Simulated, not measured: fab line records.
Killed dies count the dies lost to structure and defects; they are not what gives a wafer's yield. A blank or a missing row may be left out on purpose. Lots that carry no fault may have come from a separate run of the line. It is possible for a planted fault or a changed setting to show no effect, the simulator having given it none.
Matching of chambers	flow nandHarc	3 sister chambers for NHARC_P_M0_PRE_CLEAN_31 on pecvd-01
The step time 12 s. 6 wafers are shown with their chamber, then 9 later ones without.

WAFERS PAIRED WITH THEIR CHAMBERS
wafer	chamber	heaterPowerW (W)
L084.5	0	621
L088.2	0	591
L088.6	1	539
L089.1	1	586
L089.3	2	781
L089.4	2	766

WAFERS WHOSE CHAMBER IS MISSING
wafer	heaterPowerW (W)
L091.1	594
L091.3	713
L091.4	589
L092.2	578
L092.3	583
L092.6	761
L093.2	579
L093.5	602
L093.6	575

EACH ONE'S CHAMBER
wafer	from the rows above	in truth
L091.1	can't be placed: 0 or 1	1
L091.3	can't be placed: 2 or 0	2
L091.4	can't be placed: 0 or 1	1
L092.2	can't be placed: 1 or 0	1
L092.3	can't be placed: 1 or 0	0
L092.6	2	2
L093.2	can't be placed: 1 or 0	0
L093.5	can't be placed: 0 or 1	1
L093.6	can't be placed: 1 or 0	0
Correct placement for 1 of the 9. Not placeable from these rows: 8 (in 8, the candidates include the true chamber). Wrongly placed: 0.
How it was worked out, from the rows above alone: a wafer's distance from a chamber is the root of the sum, over the readings, of the square of ((its reading less the chamber's mean) divided by the reading's scatter). If the next closest chamber is less than 2 further off than the closest, the wafer can't be placed; otherwise it belongs to the closest. For every chamber, the mean is computed from those of its wafers that are shown. The scatter is the square root of a quotient: the sum, over the shown wafers, of each reading's squared deviation from its chamber's mean, divided by wafers minus chambers.
